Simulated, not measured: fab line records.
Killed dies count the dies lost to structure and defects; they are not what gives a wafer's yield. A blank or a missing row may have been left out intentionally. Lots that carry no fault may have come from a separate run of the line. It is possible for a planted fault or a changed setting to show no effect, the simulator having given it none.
fab line records -- flow n5-finfet -- part 1 of 2: steps 1 to 4 of 6
record lots=22, wafers=66, last-day=18
route steps=1938 shown ZERO_LAYER@17 FIN_SAQP@102 STI_FIN_REVEAL@189
lots with no fault: from the same line, run without faults
start-h: start of the lot's first displayed wafer, in hours after the record's first day -- wait-h: hours elapsed since this lot's preceding step -- " the same as in the row above -- L1.1+2: several wafers, shown together as one row -- - no value present, or no start provided -- * or withheld: withheld -- < > ~ a bound
route shown NAME@n: names a module that has steps shown in the file, with the first one's number in the route -- usual: the fault-free wafers' mean and standard deviation -- same: alike in all rows -- chamber/n: place in a boat -- sites: per-site readings -- _std_site: their standard deviation -- _edge_site: inner sites' mean taken away from outer sites' mean -- radius-mm: how far each site lies from the wafer's centre -- mask NAME#n: copy n -- behind: tool/chamber where the wafer was last shaped -- hold: cause of the lot's hold/its duration in hours/its outcome -- device: transistor that didn't switch, given as n, p or np -- end of line: the tests these same wafers got at the end of their route -- a step given without rows: its recipe and nothing more -- killed: the dies lost at the first sort to structure and to defects; this is not the yield of the wafer -- map: a wafer's dies, marking killed ones x, the rest . and places with no die _
set.NAME: the setting that was run; set.NAME@STEP: the one run at that earlier step -- model.NAME: the simulator's own value behind a step, which no gauge read
steps of the route over a sample of lots; a table a step, a row a wafer
services: when a tool's chamber went out of use (start-h, in hours from the record's first day, below 0 if earlier), for how many hours, and the reason
## steps
# step N5_ZERO_LAYER_STRIP_24
# recipe chemistry=O2, power-w=1000, temp-c=250, overash-fraction=0.3, pressure-mtorr=1000, o2-flow-sccm=6750
# usual drypump-motor-current-A=5.6/0.39, heater-power-w=351/24, oes-product-au=0.647/0.0043, strip-time-to-endpoint-s=43.88/0.092
# same overash-fraction=0.3
lot.wafer,tool,chamber,start-h,wait-h,drypump-motor-current-A,heater-power-w,oes-product-au,rf-hours-counter-h,strip-time-to-endpoint-s
L074.1,plasma-asher-02,0,13.21,0.1,5.2,360,0.642,65,43.85
L074.4,plasma-asher-02,0,13.21,0.1,5.1,363,0.648,-,43.79
L074.6,plasma-asher-02,1,13.21,0.1,5.8,315,0.645,-,43.80
L075.2,plasma-asher-02,1,18.91,0.1,5.8,321,0.643,66,43.84
L075.3,plasma-asher-02,1,18.91,0.1,5.8,323,0.646,-,43.92
L075.6,plasma-asher-02,0,18.91,0.1,5.1,363,0.643,-,43.92
L076.1,plasma-asher-02,1,24.90,0.1,5.8,318,0.645,68,43.90
L076.3,plasma-asher-02,1,24.90,0.1,5.8,317,0.643,-,43.78
L076.6,plasma-asher-02,1,24.90,0.1,5.8,328,0.647,-,43.90
L077.2,plasma-asher-02,1,30.89,0.1,5.7,320,0.649,68,43.82
L077.4,plasma-asher-02,1,30.89,0.1,5.8,322,0.638,-,43.89
L077.6,plasma-asher-02,0,30.89,0.1,5.1,361,0.648,-,43.88
L078.2,plasma-asher-02,1,36.89,0.1,5.7,321,0.649,70,43.99
L078.3,plasma-asher-02,1,36.89,0.1,5.8,319,0.645,-,43.81
L078.5,plasma-asher-02,1,36.89,0.1,5.8,313,0.645,-,43.89
L079.1,plasma-asher-02,1,43.04,0.1,5.8,316,0.645,71,43.86
L079.5,plasma-asher-02,1,43.04,0.1,5.8,324,0.648,-,43.93
L079.6,plasma-asher-02,0,43.04,0.1,5.1,373,0.642,-,43.89
L080.1,plasma-asher-02,0,49.47,0.1,5.2,366,0.651,72,44.02
L080.3,plasma-asher-02,1,49.47,0.1,5.7,325,0.646,-,44.01
L080.5,plasma-asher-02,1,49.47,0.1,5.7,319,0.646,-,43.95
L081.1,plasma-asher-02,1,55.34,0.1,5.8,314,0.645,73,43.73
L081.2,plasma-asher-02,0,55.34,0.1,5.2,356,0.643,73,43.72
L081.4,plasma-asher-02,1,55.34,0.1,5.8,325,0.652,-,43.81
L082.2,plasma-asher-02,1,60.89,0.1,5.7,321,0.653,75,43.92
L082.3,plasma-asher-02,1,60.89,0.1,5.8,320,0.652,-,43.82
L082.4,plasma-asher-02,0,60.89,0.1,5.1,364,0.646,-,44.00
L083.1,plasma-asher-02,1,67.08,0.1,5.7,320,0.651,76,43.87
L083.5,plasma-asher-02,0,67.08,0.1,5.1,365,0.636,-,43.78
L083.6,plasma-asher-02,1,67.08,0.1,5.8,321,0.645,-,43.75
L084.3,plasma-asher-02,0,72.95,0.1,5.1,364,0.646,-,43.79
L084.4,plasma-asher-02,1,72.95,0.1,5.7,320,0.652,-,43.93
L084.6,plasma-asher-02,1,72.95,0.1,5.8,329,0.646,-,43.90
L086.1,plasma-asher-02,0,85.01,0.1,5.1,358,0.644,79,43.86
L086.3,plasma-asher-02,0,85.01,0.1,5.1,356,0.646,-,43.76
L086.6,plasma-asher-02,0,85.01,0.1,5.1,363,0.643,-,43.95
L087.2,plasma-asher-02,1,90.94,0.1,5.8,325,0.646,80,44.05
L087.5,plasma-asher-02,1,90.94,0.1,5.8,320,0.644,-,43.87
L087.6,plasma-asher-02,0,90.94,0.1,5.1,357,0.642,-,43.86
L088.1,plasma-asher-02,0,97.14,0.2,5.1,358,0.646,81,43.95
L088.4,plasma-asher-02,1,97.14,0.2,5.8,320,0.645,-,43.85
L088.5,plasma-asher-02,0,97.14,0.2,5.1,366,0.649,-,43.86
L089.1,plasma-asher-01,0,102.92,0.1,5.5,361,0.642,51,43.85
L089.4,plasma-asher-01,1,102.92,0.1,6.3,384,0.652,-,43.78
L089.6,plasma-asher-01,1,102.92,0.1,6.3,376,0.640,-,43.77
L090.3,plasma-asher-02,0,108.91,0.1,5.1,370,0.638,-,43.67
L090.4,plasma-asher-02,1,108.91,0.1,5.8,316,0.652,-,43.63
L090.6,plasma-asher-02,1,108.91,0.1,5.7,324,0.645,-,43.86
L091.2,plasma-asher-01,0,114.89,0.1,5.5,368,0.645,54,43.88
L091.3,plasma-asher-01,1,114.89,0.1,6.3,385,0.652,-,43.86
L091.5,plasma-asher-01,0,114.89,0.1,5.5,363,0.648,-,43.89
L092.1,plasma-asher-01,0,121.41,0.2,5.5,363,0.648,55,43.95
L092.2,plasma-asher-01,1,121.41,0.2,6.2,388,0.644,55,43.94
L092.5,plasma-asher-01,1,121.41,0.2,6.2,387,0.648,-,44.01
L093.3,plasma-asher-02,0,127.05,0.1,5.1,365,0.649,-,43.74
L093.5,plasma-asher-02,0,127.05,0.1,5.2,373,0.645,-,43.75
L093.6,plasma-asher-02,1,127.05,0.1,5.8,319,0.646,-,43.71
L095.2,plasma-asher-01,1,138.90,0.1,6.2,391,0.650,58,43.86
L095.5,plasma-asher-01,0,138.90,0.1,5.5,364,0.642,-,43.90
L095.6,plasma-asher-01,1,138.90,0.1,6.2,391,0.654,-,43.75
L096.4,plasma-asher-02,1,144.91,0.1,5.8,322,0.641,-,43.92
L096.5,plasma-asher-02,1,144.91,0.1,5.8,322,0.645,-,44.00
L096.6,plasma-asher-02,0,144.91,0.1,5.1,370,0.656,-,44.00
L097.2,plasma-asher-01,1,151.09,0.1,6.2,395,0.649,60,43.88
L097.3,plasma-asher-01,0,151.09,0.1,5.5,345,0.648,-,43.83
L097.6,plasma-asher-01,0,151.09,0.1,5.4,357,0.645,-,43.83
# step N5_FIN_SAQP_HM_DEP_72
# recipe material=SiO2, target-thk-a=120, temp-c=400, precursor=SiH4/N2O, pressure-torr=0.75, rf-w=275, time-s=7.2
# usual heater-power-w=757/85, showerhead-plenum-p-Torr=8.20/0.12, showerhead-vpp-V=1039/46, susceptor-temp-C=400.02/0.23
lot.wafer,tool,chamber,start-h,wait-h,heater-power-w,showerhead-plenum-p-Torr,showerhead-vpp-V,susceptor-temp-C
L074.1,pecvd-02,0,21.67,0.0,702,8.19,996,399.67
L074.4,pecvd-02,2,21.67,0.0,817,8.08,1096,400.08
L074.6,pecvd-02,0,21.67,0.0,715,8.18,1004,400.18
L075.2,pecvd-01,0,27.00,0.0,584,8.14,1079,400.11
L075.3,pecvd-01,1,27.00,0.0,803,8.09,1015,400.34
L075.6,pecvd-01,2,27.00,0.0,713,8.33,1024,399.74
L076.1,pecvd-02,1,33.55,0.0,761,8.20,1049,400.39
L076.3,pecvd-02,0,33.55,0.0,809,8.18,1007,400.09
L076.6,pecvd-02,2,33.55,0.0,866,8.08,1118,399.97
L077.2,pecvd-03,0,39.64,0.0,784,8.52,1009,399.70
L077.4,pecvd-03,0,39.64,0.0,776,8.55,1027,399.88
L077.6,pecvd-03,2,39.64,0.0,683,8.26,959,399.72
L078.2,pecvd-02,1,45.79,0.0,638,8.22,1030,400.28
L078.3,pecvd-02,2,45.79,0.0,902,8.08,1106,400.05
L078.5,pecvd-02,2,45.79,0.0,942,8.08,1107,399.96
L079.1,pecvd-01,1,51.31,0.0,834,8.12,1005,400.42
L079.5,pecvd-01,0,51.31,0.0,727,8.14,1101,399.90
L079.6,pecvd-01,1,51.31,0.0,842,8.11,1030,400.21
L080.1,pecvd-02,1,57.67,0.0,771,8.21,1035,400.08
L080.3,pecvd-02,0,57.67,0.0,709,8.18,998,400.01
L080.5,pecvd-02,2,57.67,0.0,804,8.08,1106,400.01
L081.1,pecvd-03,0,64.15,0.0,657,8.53,1005,400.43
L081.2,pecvd-03,1,64.15,0.0,727,8.12,1042,400.14
L081.4,pecvd-03,0,64.15,0.0,665,8.54,1003,400.20
L082.2,pecvd-03,0,69.66,0.0,679,8.55,1009,400.00
L082.3,pecvd-03,1,69.66,0.0,806,8.12,1034,399.81
L082.4,pecvd-03,0,69.66,0.0,692,8.57,1012,399.76
L083.1,pecvd-01,1,77.13,0.0,769,8.13,1019,400.20
L083.5,pecvd-01,1,77.13,0.0,770,8.12,1029,400.08
L083.6,pecvd-01,0,77.13,0.0,713,8.15,1100,400.22
L084.3,pecvd-02,2,81.66,0.0,937,8.07,1104,400.13
L084.4,pecvd-02,0,81.66,0.0,837,8.18,997,400.37
L084.6,pecvd-02,1,81.66,0.0,748,8.21,1027,400.13
L086.1,pecvd-02,1,94.42,0.0,670,8.22,1042,400.43
L086.3,pecvd-02,2,94.42,0.0,867,8.07,1114,400.05
L086.6,pecvd-02,2,94.42,0.0,856,8.08,1092,400.14
L087.2,pecvd-01,1,99.32,0.0,875,8.11,1035,399.97
L087.5,pecvd-01,1,99.32,0.0,868,8.10,1018,399.90
L087.6,pecvd-01,0,99.32,0.0,649,8.11,1117,399.80
L088.1,pecvd-01,0,105.42,0.0,595,8.15,1114,400.08
L088.4,pecvd-01,1,105.42,0.0,881,8.09,1027,400.13
L088.5,pecvd-01,2,105.42,0.0,791,8.29,1023,399.77
L089.1,pecvd-01,0,111.81,0.0,582,8.14,1104,400.42
L089.4,pecvd-01,1,111.81,0.0,719,8.11,1024,400.06
L089.6,pecvd-01,2,111.81,0.0,760,8.26,1018,400.04
L090.3,pecvd-03,0,116.90,0.0,770,8.53,1015,400.37
L090.4,pecvd-03,0,116.90,0.0,756,8.56,1023,400.16
L090.6,pecvd-03,2,116.90,0.0,695,8.26,984,399.91
L091.2,pecvd-01,2,123.61,0.0,777,8.28,1023,400.02
L091.3,pecvd-01,2,123.61,0.0,799,8.27,1022,400.25
L091.5,pecvd-01,2,123.61,0.0,787,8.29,1022,400.54
L092.1,pecvd-01,2,130.32,0.0,772,8.27,1000,400.19
L092.2,pecvd-01,1,130.32,0.0,891,8.12,1041,399.79
L092.5,pecvd-01,2,130.32,0.0,802,8.28,1020,400.20
L093.3,pecvd-03,2,135.24,0.0,657,8.26,962,400.15
L093.5,pecvd-03,0,135.24,0.0,706,8.56,997,399.88
L093.6,pecvd-03,2,135.24,0.0,665,8.27,960,399.86
L095.2,pecvd-02,1,147.60,0.0,687,8.21,1023,399.68
L095.5,pecvd-02,1,147.60,0.0,655,8.21,1028,399.71
L095.6,pecvd-02,2,147.60,0.0,849,8.08,1096,399.78
L096.4,pecvd-01,0,152.81,0.1,665,8.13,1115,399.86
L096.5,pecvd-01,2,152.81,0.1,748,8.26,998,400.39
L096.6,pecvd-01,1,152.81,0.1,866,8.11,1034,400.59
L097.2,pecvd-01,2,159.48,0.0,767,8.28,1008,399.87
L097.3,pecvd-01,0,159.48,0.0,607,8.15,1110,400.26
L097.6,pecvd-01,1,159.48,0.0,816,8.13,1029,399.76
# step N5_FIN_SAQP_ETCH_65
# recipe chemistry=CF4, target=SiO2, target-depth-a=40, ion-energy-ev=350, time-s=4.4, pressure-mtorr=10, icp-w=800, bias-w=400, cf4-flow-sccm=80
# usual drypump-motor-current-A=5.8/0.48, he-backside-leak-sccm=2.77/0.26, oes-product-au=0.986/0.023, throttle-valve-pct=21.83/0.3
lot.wafer,tool,chamber,start-h,wait-h,drypump-motor-current-A,he-backside-leak-sccm,oes-product-au,rf-hours-counter-h,throttle-valve-pct
L074.1,rie-si-01,1,24.81,0.1,5.5,2.76,1.000,175,22.46
L074.4,rie-si-01,2,24.81,0.1,5.5,2.54,1.004,116,21.82
L074.6,rie-si-01,2,24.81,0.1,5.5,2.69,0.990,-,21.82
L075.2,rie-si-01,1,29.82,0.1,5.5,3.07,0.986,175,22.46
L075.3,rie-si-01,2,29.82,0.1,5.5,2.63,1.000,116,21.82
L075.6,rie-si-01,1,29.82,0.1,5.4,2.77,0.992,-,22.44
L076.1,rie-si-02,1,36.23,0.1,6.3,3.07,0.991,83,21.73
L076.3,rie-si-02,3,36.23,0.1,6.5,2.71,1.026,2,21.66
L076.6,rie-si-02,0,36.23,0.1,5.8,2.29,1.033,-,21.75
L077.2,rie-si-03,0,44.40,0.1,5.9,2.86,0.965,119,21.80
L077.4,rie-si-03,2,44.40,0.1,5.6,2.74,0.971,118,21.68
L077.6,rie-si-03,2,44.40,0.1,5.5,2.59,0.971,-,21.66
L078.2,rie-si-02,0,49.27,0.1,5.9,2.32,1.018,32,21.78
L078.3,rie-si-02,2,49.27,0.1,5.7,2.98,1.018,177,21.36
L078.5,rie-si-02,1,49.27,0.1,6.3,3.08,0.979,-,21.73
L079.1,rie-si-02,1,54.25,0.1,6.3,2.68,0.983,84,21.72
L079.5,rie-si-02,3,54.25,0.1,6.5,2.44,1.029,-,21.65
L079.6,rie-si-02,0,54.25,0.1,5.9,2.26,1.010,-,21.76
L080.1,rie-si-01,0,61.35,0.1,6.6,2.75,0.983,76,21.56
L080.3,rie-si-01,2,61.35,0.1,5.5,2.80,0.989,117,21.81
L080.5,rie-si-01,3,61.35,0.1,5.5,3.23,0.993,-,22.11
L081.1,rie-si-03,1,66.88,0.1,5.0,2.81,0.948,103,22.17
L081.2,rie-si-03,3,66.88,0.1,5.3,2.48,0.967,132,21.71
L081.4,rie-si-03,0,66.88,0.1,5.9,2.67,0.961,120,21.79
L082.2,rie-si-03,0,72.56,0.1,5.9,2.93,0.948,120,21.79
L082.3,rie-si-03,2,72.56,0.1,5.5,2.78,0.965,118,21.66
L082.4,rie-si-03,1,72.56,0.1,5.0,2.78,0.942,103,22.19
L083.1,rie-si-03,0,80.25,0.1,5.9,2.73,0.957,120,21.78
L083.5,rie-si-03,2,80.25,0.1,5.5,3.04,0.964,-,21.66
L083.6,rie-si-03,1,80.25,0.1,5.0,2.79,0.955,-,22.17
L084.3,rie-si-01,2,84.26,0.1,5.5,2.84,0.999,117,21.82
L084.4,rie-si-01,3,84.26,0.1,5.5,3.19,0.991,197,22.09
L084.6,rie-si-01,0,84.26,0.1,6.6,2.76,0.984,-,21.57
L086.1,rie-si-03,2,97.40,0.1,5.5,2.87,0.966,119,21.67
L086.3,rie-si-03,3,97.40,0.1,5.3,2.40,0.956,133,21.72
L086.6,rie-si-03,0,97.40,0.1,6.0,2.65,0.954,-,21.79
L087.2,rie-si-01,2,102.53,0.1,5.5,2.63,0.989,117,21.80
L087.5,rie-si-01,0,102.53,0.1,6.6,2.72,0.984,-,21.56
L087.6,rie-si-01,1,102.53,0.1,5.4,2.84,0.987,-,22.45
L088.1,rie-si-01,2,108.35,0.1,5.5,2.39,0.991,117,21.83
L088.4,rie-si-01,0,108.35,0.1,6.6,2.71,0.972,77,21.55
L088.5,rie-si-01,1,108.35,0.1,5.4,2.87,0.991,-,22.43
L089.1,rie-si-02,2,114.49,0.1,5.6,2.78,1.012,179,21.38
L089.4,rie-si-02,3,114.49,0.1,6.5,2.74,1.032,3,21.65
L089.6,rie-si-02,3,114.49,0.1,6.5,2.68,1.026,-,21.65
L090.3,rie-si-01,2,119.99,0.1,5.5,2.95,0.996,117,21.81
L090.4,rie-si-01,0,119.99,0.1,6.6,2.67,0.968,-,21.57
L090.6,rie-si-01,1,119.99,0.1,5.4,2.67,0.987,-,22.46
L091.2,rie-si-03,0,127.05,0.1,5.9,2.78,0.962,121,21.79
L091.3,rie-si-03,1,127.05,0.1,5.0,2.72,0.948,104,22.19
L091.5,rie-si-03,2,127.05,0.1,5.5,2.93,0.970,-,21.66
L092.1,rie-si-02,0,132.92,0.1,5.9,2.43,1.015,34,21.78
L092.2,rie-si-02,1,132.92,0.1,6.3,2.91,0.980,85,21.70
L092.5,rie-si-02,0,132.92,0.1,5.9,2.54,1.013,-,21.77
L093.3,rie-si-01,2,138.06,0.1,5.5,2.48,0.989,118,21.84
L093.5,rie-si-01,3,138.06,0.1,5.5,2.90,0.969,-,21.84
L093.6,rie-si-01,0,138.06,0.1,6.6,2.80,0.973,-,21.56
L095.2,rie-si-02,0,150.78,0.1,5.9,2.33,1.016,34,21.77
L095.5,rie-si-02,2,150.78,0.1,5.6,3.03,0.999,-,21.37
L095.6,rie-si-02,3,150.78,0.1,6.5,2.64,1.021,-,21.65
L096.4,rie-si-01,1,156.08,0.0,5.4,2.71,0.980,177,22.44
L096.5,rie-si-01,2,156.08,0.0,5.5,2.76,0.981,-,21.82
L096.6,rie-si-01,1,156.08,0.0,5.4,2.79,0.972,-,22.44
L097.2,rie-si-03,1,163.18,0.1,5.0,2.68,0.958,104,22.17
L097.3,rie-si-03,0,163.18,0.1,5.9,2.61,0.964,121,21.80
L097.6,rie-si-03,1,163.18,0.1,5.0,2.77,0.940,-,22.18
# step N5_FIN_SAQP_SPACER2_ETCHBACK_29
# recipe chemistry=CHF3/O2, mode=anisotropic-etchback, target=SiO2, target-depth-a=122, time-s=6.1, pressure-mtorr=30, source-w=650, bias-w=170, Ar_flow_sccm=200, CHF3_flow_sccm=50, O2_flow_sccm=5, ion-energy-ev=200
# usual drypump-motor-current-A=5.9/0.44, oes-product-au=0.77/0.079, rf-vpp-V=520/10, showerhead-plenum-p-Torr=2.41/0.085, throttle-valve-pct=18.86/0.23
lot.wafer,tool,chamber,start-h,wait-h,drypump-motor-current-A,oes-product-au,rf-hours-counter-h,rf-vpp-V,showerhead-plenum-p-Torr,throttle-valve-pct
L074.1,rie-diel-02,2,26.01,0.2,5.9,0.73,186,524,2.42,19.00
L074.4,rie-diel-02,0,26.01,0.2,5.8,0.76,124,518,2.30,18.55
L074.6,rie-diel-02,1,26.01,0.2,6.3,0.89,-,501,2.48,18.88
L075.2,rie-diel-04,2,31.02,0.2,6.0,0.92,18,517,2.55,18.76
L075.3,rie-diel-04,1,31.02,0.2,5.8,0.72,196,527,2.49,19.00
L075.6,rie-diel-04,2,31.02,0.2,6.0,0.92,-,516,2.55,18.75
L076.1,rie-diel-02,3,38.88,0.2,6.8,0.70,187,541,2.40,19.35
L076.3,rie-diel-02,2,38.88,0.2,5.8,0.73,189,525,2.42,19.00
L076.6,rie-diel-02,3,38.88,0.2,6.8,0.70,-,544,2.40,19.34
L077.2,rie-diel-02,3,45.77,0.2,6.8,0.70,189,543,2.40,19.36
L077.4,rie-diel-02,0,45.77,0.2,5.8,0.76,-,518,2.30,18.56
L077.6,rie-diel-02,1,45.77,0.2,6.3,0.88,-,500,2.48,18.91
L078.2,rie-diel-04,2,50.48,0.2,5.9,0.90,26,518,2.55,18.76
L078.3,rie-diel-04,3,50.48,0.2,5.8,0.72,202,509,2.30,18.66
L078.5,rie-diel-04,2,50.48,0.2,5.9,0.90,-,517,2.55,18.76
L079.1,rie-diel-04,3,55.50,0.2,5.8,0.73,205,508,2.30,18.66
L079.5,rie-diel-04,3,55.50,0.2,5.8,0.72,-,509,2.30,18.64
L079.6,rie-diel-04,1,55.50,0.2,5.8,0.71,-,528,2.49,19.00
L080.1,rie-diel-04,2,62.54,0.2,6.0,0.90,32,518,2.55,18.77
L080.3,rie-diel-04,3,62.54,0.2,5.8,0.72,208,510,2.30,18.67
L080.5,rie-diel-04,3,62.54,0.2,5.8,0.72,-,508,2.30,18.66
L081.1,rie-diel-04,1,68.29,0.4,5.9,0.70,213,528,2.48,19.03
L081.2,rie-diel-04,0,68.29,0.4,5.9,0.98,0,524,2.53,18.79
L081.4,rie-diel-04,2,68.29,0.4,5.9,0.89,35,516,2.55,18.78
L082.2,rie-diel-02,1,73.79,0.2,6.4,0.86,37,501,2.47,18.91
L082.3,rie-diel-02,3,73.79,0.2,6.8,0.70,198,544,2.39,19.37
L082.4,rie-diel-02,2,73.79,0.2,5.9,0.73,202,523,2.42,19.04
L083.1,rie-diel-04,1,81.57,0.2,5.8,0.70,217,526,2.48,19.01
L083.5,rie-diel-04,3,81.57,0.2,5.8,0.72,-,508,2.30,18.66
L083.6,rie-diel-04,2,81.57,0.2,6.0,0.87,-,517,2.54,18.77
L084.3,rie-diel-04,3,85.46,0.2,5.8,0.70,215,509,2.30,18.68
L084.4,rie-diel-04,2,85.46,0.2,6.0,0.87,39,517,2.54,18.77
L084.6,rie-diel-04,3,85.46,0.2,5.8,0.71,-,509,2.30,18.68
L086.1,rie-diel-04,2,98.65,0.2,6.0,0.86,44,517,2.54,18.80
L086.3,rie-diel-04,0,98.65,0.2,5.9,0.93,9,522,2.53,18.83
L086.6,rie-diel-04,1,98.65,0.2,5.8,0.69,-,526,2.48,19.05
L087.2,rie-diel-06,1,103.72,0.2,5.7,0.85,54,521,2.35,18.64
L087.5,rie-diel-06,1,103.72,0.2,5.7,0.85,-,520,2.35,18.67
L087.6,rie-diel-06,0,103.72,0.2,6.4,0.78,-,526,2.43,18.67
L088.1,rie-diel-04,2,110.04,0.4,5.9,0.87,49,517,2.54,18.80
L088.4,rie-diel-04,0,110.04,0.4,5.9,0.92,13,522,2.53,18.83
L088.5,rie-diel-04,2,110.04,0.4,6.0,0.87,-,517,2.54,18.81
L089.1,rie-diel-06,0,115.69,0.2,6.4,0.77,103,525,2.43,18.66
L089.4,rie-diel-06,2,115.69,0.2,4.9,0.74,-,509,2.40,18.89
L089.6,rie-diel-06,0,115.69,0.2,6.4,0.78,-,526,2.43,18.64
L090.3,rie-diel-04,2,122.97,0.2,6.0,0.88,52,516,2.54,18.79
L090.4,rie-diel-04,0,122.97,0.2,5.9,0.91,16,523,2.53,18.83
L090.6,rie-diel-04,3,122.97,0.2,5.8,0.71,-,508,2.29,18.68
L091.2,rie-diel-02,3,128.72,0.5,6.8,0.68,215,543,2.39,19.40
L091.3,rie-diel-02,0,128.72,0.5,5.8,0.74,161,518,2.28,18.59
L091.5,rie-diel-02,2,128.72,0.5,5.9,0.72,-,524,2.41,19.08
L092.1,rie-diel-06,2,134.30,0.3,4.9,0.74,191,508,2.40,18.91
L092.2,rie-diel-06,1,134.30,0.3,5.7,0.83,65,522,2.35,18.65
L092.5,rie-diel-06,1,134.30,0.3,5.8,0.83,-,521,2.35,18.65
L093.3,rie-diel-06,0,139.33,0.2,6.4,0.76,113,525,2.43,18.66
L093.5,rie-diel-06,2,139.33,0.2,4.9,0.73,-,508,2.40,18.92
L093.6,rie-diel-06,1,139.33,0.2,5.8,0.82,-,522,2.35,18.66
L095.2,rie-diel-02,0,152.08,0.2,5.8,0.73,172,517,2.28,18.61
L095.5,rie-diel-02,3,152.08,0.2,6.8,0.68,-,544,2.38,19.42
L095.6,rie-diel-02,0,152.08,0.2,5.8,0.72,-,516,2.28,18.63
L096.4,rie-diel-06,0,157.31,0.1,6.4,0.76,-,524,2.42,18.68
L096.5,rie-diel-06,2,157.31,0.1,4.9,0.73,-,510,2.40,18.92
L096.6,rie-diel-06,1,157.31,0.1,5.8,0.81,-,521,2.35,18.69
L097.2,rie-diel-06,2,164.82,0.2,4.9,0.73,206,509,2.40,18.93
L097.3,rie-diel-06,1,164.82,0.2,5.8,0.82,80,520,2.34,18.68
L097.6,rie-diel-06,1,164.82,0.2,5.8,0.81,-,519,2.34,18.70
